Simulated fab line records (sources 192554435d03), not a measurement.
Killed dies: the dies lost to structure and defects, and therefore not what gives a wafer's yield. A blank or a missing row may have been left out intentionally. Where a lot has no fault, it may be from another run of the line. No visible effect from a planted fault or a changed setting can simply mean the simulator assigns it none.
2 desks looking at one fault -- flow n5 finfet -- every desk sees just its own numbers, and what lay behind them comes last

FOR THE TOOL OWNER'S DESK: rie diel-06
The tool's own readings at N5_MOL_CONTACT_COAG_ETCH_105 (etches SiARC in CF4, target depth 15.6 nm, time 26 s): means of the sampled wafers that have a number, for each lot that ran on this tool. The brackets show how far a lot's mean lies from the usual mean; more than 4 standard deviations puts the lot out of limits, marked OUT.
Columns: A = drypump motor current A at N5_MOL_CONTACT_COAG_ETCH_105, usual 5.8 A; B = etch rf on time s at N5_MOL_CONTACT_COAG_ETCH_105, usual 25.8 s; C = oes product au at N5_MOL_CONTACT_COAG_ETCH_105, usual 0.69 a.u.; D = rf fwd power W at N5_MOL_CONTACT_COAG_ETCH_105, usual 532.1 W; E = rf vpp V at N5_MOL_CONTACT_COAG_ETCH_105, usual 183.6 V; F = showerhead plenum p Torr at N5_MOL_CONTACT_COAG_ETCH_105, usual 2.11 Torr; G = throttle valve pct at N5_MOL_CONTACT_COAG_ETCH_105, usual 15.57 %
lot,first seen here,A,B,C,D,E,F,G
L218,day 5 04:49,5.8,25.8,0.63,531.5,183.8,2.10,15.76
L223,day 6 05:10,6.2,26.2,0.62,529.6,183.9,2.16,15.69
L225,day 6 16:13,6.5,19.8 (-8.3) OUT,0.76,531.2,185.3,2.22,15.71
L226,day 6 20:58,5.4,22.1 (-5.0) OUT,0.67,532.3,182.2,2.04,15.82
L227,day 7 02:29,5.6,21.7 (-5.6) OUT,0.80,532.7,183.1,2.08,15.76
This desk finds L225, L226, L227 out of limits, L225 being first, at day 6 16:13 (etch rf on time s at N5_MOL_CONTACT_COAG_ETCH_105). L218, L223 stayed within limits.

THE DEFECT DESK
What the inspections along the route counted, lot by lot: means of the sampled wafers that have a number. The brackets show how far a lot's mean lies from the usual mean; more than 4 standard deviations puts the lot out of limits, marked OUT.
Columns: A = raw defect count at N5_GATE_CUT_INSPECT_26, usual 36
lot,first seen here,A
L218,day 5 04:20,51
L220,day 5 09:58,24
L223,day 6 04:41,30
L225,day 6 15:37,78
L226,day 6 19:46,26
L227,day 7 01:59,32
L229,day 7 16:22,38
L232,day 8 12:25,34
L233,day 8 14:52,40
L234,day 8 22:44,24
L235,day 9 05:19,48
L237,day 9 15:49,35
L238,day 9 21:16,30
This desk's finding: nothing out of limits on any of the 13 lots.

ALL TOGETHER
The tool owner's desk could have raised an alarm at day 6 16:13, on L225, L226, L227.
No out-of-limits result turned up at the defect desk.
The defect desk has L225, L226, L227 on record, within its limits.
Of the lots named, all ran N5_MOL_CONTACT_COAG_ETCH_105 on rie diel-06.

WHAT WAS PUT IN BY THE SIMULATOR
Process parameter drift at N5_MOL_CONTACT_COAG_ETCH_105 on rie diel-06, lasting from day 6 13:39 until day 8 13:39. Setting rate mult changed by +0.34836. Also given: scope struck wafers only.
Shown lots that were struck: L225, L226, L227.
Each desk's first reading out of limits, in hours after the fault started: the tool owner's desk, 3.
